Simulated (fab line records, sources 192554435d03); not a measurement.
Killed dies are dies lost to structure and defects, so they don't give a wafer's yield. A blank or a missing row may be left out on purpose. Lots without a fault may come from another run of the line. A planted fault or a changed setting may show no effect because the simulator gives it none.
Split-lot experiment | flow n5_finfet | 7 lots, 39 wafers read, on a route of 1938 steps

THE SPLIT
At N5_GATE_CUT_ETCH_58 (etches SiNx in CH3F/O2, target depth 17 nm, time 128.6 s), the setting time_s was moved away from the recipe's 128.6 s on 6 of the 39 wafers read, by -24.0% to +9.0%. The other wafers ran this setting at the recipe's value.

The reading is taken at the split's own step.

THE READING
etch.depth_nm (the simulator's own value, which no gauge read), in nm, at N5_GATE_CUT_ETCH_58 (etches SiNx in CH3F/O2, target depth 17 nm, time 128.6 s). The file gives no usual value for it. The 33 wafers here that ran the recipe average 17.26 nm, standard deviation 0.46 nm.

wafer  | tool, chamber at the split | time_s as run, s | against the recipe | etch.depth_nm, nm | against lot-mates on the recipe
L078.1 | rie_diel-02, 0             | 128.6            | recipe             | 16.98             | -
L078.2 | rie_diel-02, 3             | 128.6            | recipe             | 17.99             | -
L078.5 | rie_diel-02, 1             | 128.6            | recipe             | 17.94             | -
L081.1 | rie_diel-02, 1             | 128.6            | recipe             | 17.59             | -
L081.2 | rie_diel-02, 0             | 128.6            | recipe             | 16.62             | -
L081.3 | rie_diel-02, 2             | 128.6            | recipe             | 16.76             | -
L081.4 | rie_diel-02, 3             | 128.6            | recipe             | 17.74             | -
L081.5 | rie_diel-02, 3             | 128.6            | recipe             | 17.76             | -
L081.6 | rie_diel-02, 0             | 128.6            | recipe             | 16.56             | -
L082.1 | rie_diel-01, 0             | 128.6            | recipe             | 17.44             | -
L082.2 | rie_diel-01, 3             | 128.6            | recipe             | 17.01             | -
L082.3 | rie_diel-01, 1             | 128.6            | recipe             | 16.84             | -
L082.4 | rie_diel-01, 2             | 128.6            | recipe             | 17.81             | -
L082.5 | rie_diel-01, 2             | 128.6            | recipe             | 17.88             | -
L082.6 | rie_diel-01, 1             | 128.6            | recipe             | 16.95             | -
L083.1 | rie_diel-02, 1             | 128.6            | recipe             | 17.71             | -
L083.2 | rie_diel-02, 0             | 97.75            | -24.0%             | 12.76             | -4.91
L083.3 | rie_diel-02, 3             | 128.6            | recipe             | 17.65             | -
L083.4 | rie_diel-02, 2             | 97.75            | -24.0%             | 12.89             | -4.78
L083.5 | rie_diel-02, 1             | 128.6            | recipe             | 17.64             | -
L083.6 | rie_diel-02, 0             | 97.75            | -24.0%             | 12.68             | -4.99
L087.1 | rie_diel-01, 0             | 140.2            | +9.0%              | 18.64             | +1.57
L087.2 | rie_diel-01, 2             | 128.6            | recipe             | 17.59             | -
L087.3 | rie_diel-01, 3             | 140.2            | +9.0%              | 18.28             | +1.21
L087.4 | rie_diel-01, 1             | 128.6            | recipe             | 16.8              | -
L087.5 | rie_diel-01, 0             | 140.2            | +9.0%              | 18.58             | +1.51
L087.6 | rie_diel-01, 3             | 128.6            | recipe             | 16.82             | -
L089.1 | rie_diel-01, 3             | 128.6            | recipe             | 16.7              | -
L089.2 | rie_diel-01, 0             | 128.6            | recipe             | 16.91             | -
L089.3 | rie_diel-01, 1             | 128.6            | recipe             | 16.62             | -
L089.4 | rie_diel-01, 0             | 128.6            | recipe             | 16.86             | -
L089.5 | rie_diel-01, 1             | 128.6            | recipe             | 16.69             | -
L089.6 | rie_diel-01, 3             | 128.6            | recipe             | 16.95             | -
L092.1 | rie_diel-02, 1             | 128.6            | recipe             | 17.71             | -
L092.2 | rie_diel-02, 0             | 128.6            | recipe             | 17.06             | -
L092.3 | rie_diel-02, 2             | 128.6            | recipe             | 17.19             | -
L092.4 | rie_diel-02, 3             | 128.6            | recipe             | 17.62             | -
L092.5 | rie_diel-02, 3             | 128.6            | recipe             | 17.84             | -
L092.6 | rie_diel-02, 2             | 128.6            | recipe             | 17.27             | -

THE FIT
A straight line over all 39 wafers: etch.depth_nm changes by +0.18 nm for each +1% of time_s; r = +0.94; the points scatter about the line by 0.45 nm.
The same after taking each lot's own level away (the mean of its wafers on the recipe; 39 wafers): +0.197 nm for each +1%; r = +0.97; scatter 0.36 nm.
On that fit, the largest move of time_s shifts the reading by 4.7 nm.
The lots' own levels span 16.788 to 17.667 nm, that is 1.9 times the standard deviation above.
So the lot-to-lot level changes the slope little: the two slopes agree.
Check: with one of the wafers moved furthest among these (-24.0%) left out of the fit, the line predicts -4.72 nm for it against its lot-mates. It came out at -4.91 nm against them.

OTHER SPLITS ON THESE WAFERS
These wafers also went through other splits before the reading. Each is held against what the fit with the lots' levels taken away leaves over:
other split on the same wafers        | wafers away from the commonest value | r with etch.depth_nm (lot level and that fit taken away)
N5_PMOS_HMC_CHANNEL_EPI_EPI_20 temp_c | 15                                   | -0.14
N5_DUMMY_GATE_EXPOSE_12 dose_mj       | 15                                   | -0.16
N5_DUMMY_GATE_ETCH_37 source_w        | 9                                    | +0.10
N5_DUMMY_GATE_ETCH_31 target_depth_a  | 12                                   | -0.22

THE FILE'S OWN FIT
etch.depth_nm changes by +0.198 nm for each +1% of time_s, r = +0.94.
